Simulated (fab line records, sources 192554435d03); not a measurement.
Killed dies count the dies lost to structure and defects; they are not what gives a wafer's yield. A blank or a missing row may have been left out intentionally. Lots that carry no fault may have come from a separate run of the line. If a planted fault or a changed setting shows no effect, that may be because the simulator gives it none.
Split-lot trial || flow n5 finfet || 7 lots, 21 wafers read, on a route of 1938 steps

ON THE SPLIT
At N5_BEOL_M12_ETCH_68 (etches SOC in N2/H2, time 285 s), the setting time s was moved away from the recipe's 285 s on 9 of the 21 wafers read, by -21.8% to +22.2%. For the rest of the wafers, this setting stayed at what the recipe calls for.

The reading comes from the split's own step.

THE READING
SiARC_of_BEOL_M12_COAT_66.thk nm (the simulator's own value, which no gauge read), in nm, at N5_BEOL_M12_ETCH_68 (etches SOC in N2/H2, time 285 s). No usual value for it is given in the file. Here, 12 wafers ran the recipe; their average is 85.8 nm with a standard deviation of 0.5 nm.

{"wafer": "L076.3", "tool, chamber at the split": "rie diel-01, 3", "time s as run, s": 236.9, "against the recipe": "-16.9%", "SiARC_of_BEOL_M12_COAT_66.thk nm, nm": 89.8, "against lot-mates on the recipe": "+4.4"}
{"wafer": "L076.4", "tool, chamber at the split": "rie diel-01, 1", "time s as run, s": 285, "against the recipe": "recipe", "SiARC_of_BEOL_M12_COAT_66.thk nm, nm": 85.2, "against lot-mates on the recipe": "-"}
{"wafer": "L076.6", "tool, chamber at the split": "rie diel-01, 3", "time s as run, s": 285, "against the recipe": "recipe", "SiARC_of_BEOL_M12_COAT_66.thk nm, nm": 85.6, "against lot-mates on the recipe": "-"}
{"wafer": "L079.1", "tool, chamber at the split": "rie diel-05, 1", "time s as run, s": 285, "against the recipe": "recipe", "SiARC_of_BEOL_M12_COAT_66.thk nm, nm": 86.2, "against lot-mates on the recipe": "-"}
{"wafer": "L079.4", "tool, chamber at the split": "rie diel-05, 0,3", "time s as run, s": 285, "against the recipe": "recipe", "SiARC_of_BEOL_M12_COAT_66.thk nm, nm": 85.6, "against lot-mates on the recipe": "-"}
{"wafer": "L079.6", "tool, chamber at the split": "rie diel-05, 0,3", "time s as run, s": 285, "against the recipe": "recipe", "SiARC_of_BEOL_M12_COAT_66.thk nm, nm": 85.6, "against lot-mates on the recipe": "-"}
{"wafer": "L086.1", "tool, chamber at the split": "rie diel-01, 1,0", "time s as run, s": 343.2, "against the recipe": "+20.4%", "SiARC_of_BEOL_M12_COAT_66.thk nm, nm": 80.4, "against lot-mates on the recipe": "no lot-mate on the recipe"}
{"wafer": "L086.2", "tool, chamber at the split": "rie diel-01, 1,0", "time s as run, s": 343.2, "against the recipe": "+20.4%", "SiARC_of_BEOL_M12_COAT_66.thk nm, nm": 80.4, "against lot-mates on the recipe": "no lot-mate on the recipe"}
{"wafer": "L086.3", "tool, chamber at the split": "rie diel-01, 2", "time s as run, s": 343.2, "against the recipe": "+20.4%", "SiARC_of_BEOL_M12_COAT_66.thk nm, nm": 81.2, "against lot-mates on the recipe": "no lot-mate on the recipe"}
{"wafer": "L091.1", "tool, chamber at the split": "rie diel-01, 1", "time s as run, s": 285, "against the recipe": "recipe", "SiARC_of_BEOL_M12_COAT_66.thk nm, nm": 85.6, "against lot-mates on the recipe": "-"}
{"wafer": "L091.2", "tool, chamber at the split": "rie diel-01, 3", "time s as run, s": 285, "against the recipe": "recipe", "SiARC_of_BEOL_M12_COAT_66.thk nm, nm": 86, "against lot-mates on the recipe": "-"}
{"wafer": "L091.4", "tool, chamber at the split": "rie diel-01, 2", "time s as run, s": 348.3, "against the recipe": "+22.2%", "SiARC_of_BEOL_M12_COAT_66.thk nm, nm": 80.6, "against lot-mates on the recipe": -5.2}
{"wafer": "L094.1", "tool, chamber at the split": "rie diel-01, 3", "time s as run, s": 285, "against the recipe": "recipe", "SiARC_of_BEOL_M12_COAT_66.thk nm, nm": 86.2, "against lot-mates on the recipe": "-"}
{"wafer": "L094.2", "tool, chamber at the split": "rie diel-01, 2", "time s as run, s": 285, "against the recipe": "recipe", "SiARC_of_BEOL_M12_COAT_66.thk nm, nm": 85.6, "against lot-mates on the recipe": "-"}
{"wafer": "L094.6", "tool, chamber at the split": "rie diel-01, 0", "time s as run, s": 285, "against the recipe": "recipe", "SiARC_of_BEOL_M12_COAT_66.thk nm, nm": 85, "against lot-mates on the recipe": "-"}
{"wafer": "L092.2", "tool, chamber at the split": "rie diel-01, 0", "time s as run, s": 285, "against the recipe": "recipe", "SiARC_of_BEOL_M12_COAT_66.thk nm, nm": 85.8, "against lot-mates on the recipe": "-"}
{"wafer": "L092.4", "tool, chamber at the split": "rie diel-01, 2", "time s as run, s": 222.9, "against the recipe": "-21.8%", "SiARC_of_BEOL_M12_COAT_66.thk nm, nm": 92, "against lot-mates on the recipe": "+6.2"}
{"wafer": "L092.6", "tool, chamber at the split": "rie diel-01, 1", "time s as run, s": 222.9, "against the recipe": "-21.8%", "SiARC_of_BEOL_M12_COAT_66.thk nm, nm": 91.8, "against lot-mates on the recipe": "+6.0"}
{"wafer": "L096.1", "tool, chamber at the split": "rie diel-02, 0", "time s as run, s": 236.6, "against the recipe": "-17.0%", "SiARC_of_BEOL_M12_COAT_66.thk nm, nm": 90.6, "against lot-mates on the recipe": "+3.6"}
{"wafer": "L096.2", "tool, chamber at the split": "rie diel-02, 1", "time s as run, s": 285, "against the recipe": "recipe", "SiARC_of_BEOL_M12_COAT_66.thk nm, nm": 87, "against lot-mates on the recipe": "-"}
{"wafer": "L096.6", "tool, chamber at the split": "rie diel-02, 2", "time s as run, s": 236.6, "against the recipe": "-17.0%", "SiARC_of_BEOL_M12_COAT_66.thk nm, nm": 90, "against lot-mates on the recipe": "+3.0"}
If several chambers appear in one row, that row covers several wafers at once and the file leaves open which wafer was in which chamber.

THE FIT
A straight line over all 21 wafers: SiARC_of_BEOL_M12_COAT_66.thk nm changes by -0.257 nm for each +1% of time s; r = -0.99; the points scatter about the line by 0.48 nm.
The same after taking each lot's own level away (the mean of its wafers on the recipe; 18 wafers): -0.246 nm for each +1%; r = -0.98; scatter 0.51 nm.
The reading moves by 5.5 nm for the largest change in time s, on that fit.
The lots' own levels span 85.40 to 87.00 nm, that is 3.2 times the standard deviation above.
Hence the lot-to-lot level has little effect on the slope; both slopes agree.
Check: with one of the wafers moved furthest among these (+22.2%) left out of the fit, the line predicts -5.61 nm for it against its lot-mates. Against them it came out at -5.2 nm.

ADDITIONAL SPLITS CARRIED BY THESE WAFERS
These wafers also went through other splits before the reading. Each is held against what the fit with the lots' levels taken away leaves over:
{"other split on the same wafers": "N5_BEOL_M11_ILD_DEP_00 time s", "wafers away from the commonest value": 6, "r with SiARC_of_BEOL_M12_COAT_66.thk nm (lot level and that fit taken away)": -0.10}
{"other split on the same wafers": "N5_BEOL_M11_EXPOSE_08 dose mj", "wafers away from the commonest value": 7, "r with SiARC_of_BEOL_M12_COAT_66.thk nm (lot level and that fit taken away)": -0.32}

FILE'S OWN FIT
SiARC_of_BEOL_M12_COAT_66.thk nm changes by -0.246 nm for each +1% of time s, r = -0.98.
